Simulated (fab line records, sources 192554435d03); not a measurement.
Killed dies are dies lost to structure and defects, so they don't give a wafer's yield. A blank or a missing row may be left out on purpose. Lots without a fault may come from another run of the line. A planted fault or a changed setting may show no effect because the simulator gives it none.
A struck lot beside a sound one | flow n5_finfet | 26 steps out of a route of 1938
Sound: wafers L840.3, L840.5, L840.6. Struck: wafers L829.1, L829.2, L829.6. The cause comes at the end.
At each step with rows: each side's tool, then ch and its chambers, then its first start. Under that, the readings that differ: sound wafers | struck wafers | difference of the means | sigmas: that difference in standard deviations of wafers without a fault.
alike: readings whose means differ by less than 2 such deviations, and words and numbers that are the same on both sides. not compared: withheld readings, readings that some wafer has no value for, bounds like >300 that may hide the same value, and numbers for which the record gives no deviation and whose values overlap.
The two part at a step that has a row with sigmas, a row that says differs or no value, or rows on one side only. Numbers that don't overlap but have no deviation are shown without sigmas and don't part them. A reading that every wafer of one side lacks parts them only if that side has two wafers or more.

first, 10 steps without rows for these wafers: N5_DUMMY_GATE_STRIP_48 (strips in N2/H2, time 20 s); N5_DUMMY_GATE_PRECLEAN_33 (cleans in dHF, time 10 s); N5_DUMMY_GATE_PRECLEAN_25 (cleans in O3/DIW, time 45 s); N5_DUMMY_GATE_PRECLEAN_51 (cleans in SC2, time 45 s); N5_DUMMY_GATE_SRD_26 (time 30 s); N5_DUMMY_GATE_UV_OZONE_45 (time 120 s); N5_SPACER0_ALD_07 (deposits SiNx, target thk 2 nm); N5_SPACER0_ALD_00 (deposits SiOCN, target thk 3.5 nm, pulse time 3 s, purge time 2 s); N5_SPACER0_ALD_08 (deposits SiNx, target thk 2 nm); N5_SD_EPI_N_COAT_32 (time 60 s, resist thk 350 nm).
N5_SD_EPI_N_COAT_33: time 60 s, resist thk 35 nm.
  sound on litho_track-01 ch 0, day 8 15:10; struck on litho_track-03 ch 0, day 5 21:26
  reading                                     | sound                | struck               | difference | sigmas
  spin_speed_rpm (rpm)                        | 1499.8 1499.9 1500.4 | 1451.1 1450.9 1452.4 | -48.6      | -49
  model.SiARC_of_SD_EPI_N_COAT_33.thk_nm (nm) | 35 35 35             | 35.8 35.6 35.8       | +0.7       |
then, 7 steps without rows for these wafers: N5_SD_EPI_N_COAT_03 (resist thk 150 nm); N5_SD_EPI_N_EBR_05; N5_SD_EPI_N_SOFTBAKE_04 (time 60 s); N5_SD_EPI_N_EXPOSE_06 (exposes mask SD N BLK, target cd 120 nm); N5_SD_EPI_N_PEB_07 (peb time 60 s); N5_SD_EPI_N_DEVELOP_08 (develop time 30 s); N5_SD_EPI_N_DESCUM_14 (chemistry O2, time 7.9 s).
N5_SD_EPI_N_ETCH_34: etches SiARC in CF4, target depth 45.5 nm, time 75.8 s.
  sound on rie_diel-05 ch 0,1,2, day 8 15:40; struck on rie_diel-06 ch 0,1,2, day 5 22:05
  reading                  | sound             | struck            | difference | sigmas
  model.etch.depth_nm (nm) | 35.05 34.95 34.97 | 35.71 35.63 35.72 | +0.70      |
  alike: drypump_motor_current_A, etch_rf_on_time_s, oes_product_au, rf_fwd_power_W, rf_vpp_V, showerhead_plenum_p_Torr, throttle_valve_pct
  not compared: rf_hours_counter_h
then, 4 steps without rows for these wafers: N5_SD_EPI_N_ETCH_35 (etches SOC in N2/H2, overetch 108 nm, time 486 s); N5_SD_EPI_N_STRIP_36 (strips in N2/H2); N5_SD_EPI_N_ETCHBACK_44 (etches SiNx in CH3F/O2, stops on SiO2, target depth 14.5 nm); N5_SD_EPI_N_ETCH_45 (etches SiOCN in CH3F/O2, target depth 6 nm).
N5_SD_EPI_N_ETCH_16: etches SiO2 in CHF3/O2, target depth 5 nm.
  sound on rie_diel-05 ch 0,1,2, day 8 16:14; struck on rie_diel-06 ch 0,1,2, day 5 22:40
  alike: drypump_motor_current_A, oes_ar_750_au, oes_product_au, rf_fwd_power_W, rf_vpp_V, showerhead_plenum_p_Torr, throttle_valve_pct
  not compared: rf_hours_counter_h, model.SiARC_of_SD_EPI_N_COAT_33.thk_nm
then, 1 step without rows for these wafers: N5_SD_EPI_N_STRIP_47 (strips in CHF3/O2).
-- the record jumps here: 5 days lie between the struck wafers' starts before and after (it left off in module SD_EPI_N and takes up again in module BEOL_M4, whose first step shown is number 1111 of the route) --
N5_BEOL_M4_RC_MEAS_101:
  sound on prober-02 ch 0, day 14 04:46; struck on prober-01 ch 0, day 11 03:30
  reading       | sound          | struck         | difference | sigmas
  DIBL_P (mV/V) | 39.0 37.4 37.8 | 35.8 33.1 33.9 | -3.8       | -3
  ION_N (uA/um) | 687 674 677    | 669 648 655    | -22        | -2
  SS_P (mV/dec) | 74.0 73.5 73.5 | 72.5 72.4 72.1 | -1.3       | -2
  alike: DIBL_N, IOFF_N, IOFF_P, ION_P, SS_N, VT_N, VT_P

WHERE THEY PART
First at N5_SD_EPI_N_COAT_33; last, within this record, at N5_BEOL_M4_RC_MEAS_101.

WHY: what the simulator had put in
Process parameter drift: litho_track-03, from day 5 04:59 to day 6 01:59, at N5_SD_EPI_N_COAT_33. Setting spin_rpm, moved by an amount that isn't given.
